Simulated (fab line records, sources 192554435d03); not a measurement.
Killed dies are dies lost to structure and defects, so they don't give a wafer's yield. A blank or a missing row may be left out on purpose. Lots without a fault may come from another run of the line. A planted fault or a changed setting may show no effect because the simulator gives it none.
Split-lot experiment | flow n5_finfet | 7 lots, 39 wafers read, on a route of 1938 steps

THE SPLIT
At N5_BEOL_M15_SPUTTER_44 (material Ta, target thk 15 nm, time 24.19 s), the setting time_s was moved away from the recipe's 24.19 s on 15 of the 39 wafers read, by -42.9% to +57.0%. The other wafers ran this setting at the recipe's value.

FROM THE SPLIT TO THE READING: what the file shows between them, 3 steps
- N5_BEOL_M15_SPUTTER_45: material Cu, target thk 100 nm, time 16.67 s
- N5_BEOL_M15_ECD_47: material Cu, target thk 1860 nm
- N5_BEOL_M15_ANNEAL_48: time 90 s

THE READING
barrier_field_endpoint_s, in s, at N5_BEOL_M15_CMP_49 (polishes, stops on SiO2, t overpolish 4.9 s, target thk 850 nm). Fault-free wafers of this fab line usually give 11.39 s, standard deviation 0.27 s.

wafer  | tool, chamber at the split | time_s as run, s | against the recipe | barrier_field_endpoint_s, s | against lot-mates on the recipe
L075.4 | pvd_sputter-02, -          | 13.81            | -42.9%             | 8.75                        | -2.55
L075.2 | pvd_sputter-02, -          | 13.81            | -42.9%             | 8.94                        | -2.36
L075.1 | pvd_sputter-02, -          | 24.19            | recipe             | 11.19                       | -
L075.3 | pvd_sputter-02, -          | 24.19            | recipe             | 11.55                       | -
L075.6 | pvd_sputter-02, -          | 24.19            | recipe             | 11.15                       | -
L075.5 | pvd_sputter-02, -          | 13.81            | -42.9%             | 8.94                        | -2.36
L079.4 | pvd_sputter-01, -          | 24.19            | recipe             | 11.47                       | -
L079.3 | pvd_sputter-01, -          | 24.19            | recipe             | 11.74                       | -
L079.1 | pvd_sputter-01, -          | 24.19            | recipe             | 11.62                       | -
L079.2 | pvd_sputter-01, -          | 35.68            | +47.5%             | 14.59                       | +2.98
L079.5 | pvd_sputter-01, -          | 35.68            | +47.5%             | 14.21                       | +2.60
L079.6 | pvd_sputter-01, -          | 35.68            | +47.5%             | 14.22                       | +2.61
L082.2 | pvd_sputter-01, -          | 24.19            | recipe             | 11.65                       | -
L082.1 | pvd_sputter-01, -          | 18.48            | -23.6%             | 10.49                       | -1.14
L082.4 | pvd_sputter-01, -          | 18.48            | -23.6%             | 10.04                       | -1.59
L082.3 | pvd_sputter-01, -          | 24.19            | recipe             | 11.50                       | -
L082.5 | pvd_sputter-01, -          | 18.48            | -23.6%             | 10.52                       | -1.11
L082.6 | pvd_sputter-01, -          | 24.19            | recipe             | 11.73                       | -
L088.3 | pvd_sputter-01, -          | 37.99            | +57.0%             | 14.57                       | +3.26
L088.2 | pvd_sputter-01, -          | 24.19            | recipe             | 11.16                       | -
L088.1 | pvd_sputter-01, -          | 37.99            | +57.0%             | 14.08                       | +2.77
L088.4 | pvd_sputter-01, -          | 24.19            | recipe             | 11.63                       | -
L088.5 | pvd_sputter-01, -          | 37.99            | +57.0%             | 14.70                       | +3.39
L088.6 | pvd_sputter-01, -          | 24.19            | recipe             | 11.13                       | -
L092.3 | pvd_sputter-03, -          | 24.19            | recipe             | 11.22                       | -
L092.4 | pvd_sputter-03, -          | 24.19            | recipe             | 11.73                       | -
L092.2 | pvd_sputter-03, -          | 24.19            | recipe             | 11.46                       | -
L092.1 | pvd_sputter-03, -          | 24.19            | recipe             | 11.25                       | -
L092.5 | pvd_sputter-03, -          | 24.19            | recipe             | 11.36                       | -
L092.6 | pvd_sputter-03, -          | 24.19            | recipe             | 11.93                       | -
L093.3 | pvd_sputter-03, -          | 24.19            | recipe             | 11.52                       | -
L093.1 | pvd_sputter-03, -          | 24.19            | recipe             | 11.32                       | -
L093.6 | pvd_sputter-03, -          | 24.19            | recipe             | 11.09                       | -
L094.4 | pvd_sputter-01, -          | 31.04            | +28.3%             | 12.66                       | +1.48
L094.2 | pvd_sputter-01, -          | 24.19            | recipe             | 11.17                       | -
L094.3 | pvd_sputter-01, -          | 24.19            | recipe             | 11.20                       | -
L094.1 | pvd_sputter-01, -          | 31.04            | +28.3%             | 12.87                       | +1.69
L094.6 | pvd_sputter-01, -          | 31.04            | +28.3%             | 12.63                       | +1.45
L094.5 | pvd_sputter-01, -          | 24.19            | recipe             | 11.18                       | -

THE FIT
A straight line over all 39 wafers: barrier_field_endpoint_s changes by +0.0555 s for each +1% of time_s; r = +0.98; the points scatter about the line by 0.27 s.
The same after taking each lot's own level away (the mean of its wafers on the recipe; 39 wafers): +0.0558 s for each +1%; r = +0.99; scatter 0.19 s.
On that fit, the largest move of time_s shifts the reading by 3.2 s.
The lots' own levels span 11.183 to 11.627 s, that is 1.6 times the standard deviation above.
So the lot-to-lot level changes the slope little: the two slopes agree.
Check: with one of the wafers moved furthest among these (+57.0%) left out of the fit, the line predicts +3.17 s for it against its lot-mates. It came out at +3.26 s against them.

OTHER SPLITS ON THESE WAFERS
These wafers also went through other splits before the reading. Each is held against what the fit with the lots' levels taken away leaves over:
other split on the same wafers    | wafers away from the commonest value | r with barrier_field_endpoint_s (lot level and that fit taken away)
N5_BEOL_M11_TRENCH_ETCH_37 time_s | 9                                    | +0.03
N5_BEOL_M13_SPUTTER_44 time_s     | 12                                   | +0.14

THE WHOLE CHAIN: every reading that the file lists as answering this split, in the file's order
step                   | what it does                                                   | reading                                                                           | change (the file's fit)               | r (the file's)
N5_BEOL_M15_SPUTTER_44 | material Ta, target thk 15 nm, time 24.19 s                    | Ta_of_BEOL_M15_SPUTTER_44.thk_nm (the simulator's own value, which no gauge read) | +0.15 nm for each +1% of the setting  | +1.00
N5_BEOL_M15_CMP_49     | polishes, stops on SiO2, t overpolish 4.9 s, target thk 850 nm | barrier_field_endpoint_s                                                          | +0.0559 s for each +1% of the setting | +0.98

THE FILE'S OWN FIT
barrier_field_endpoint_s changes by +0.0559 s for each +1% of time_s, r = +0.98.
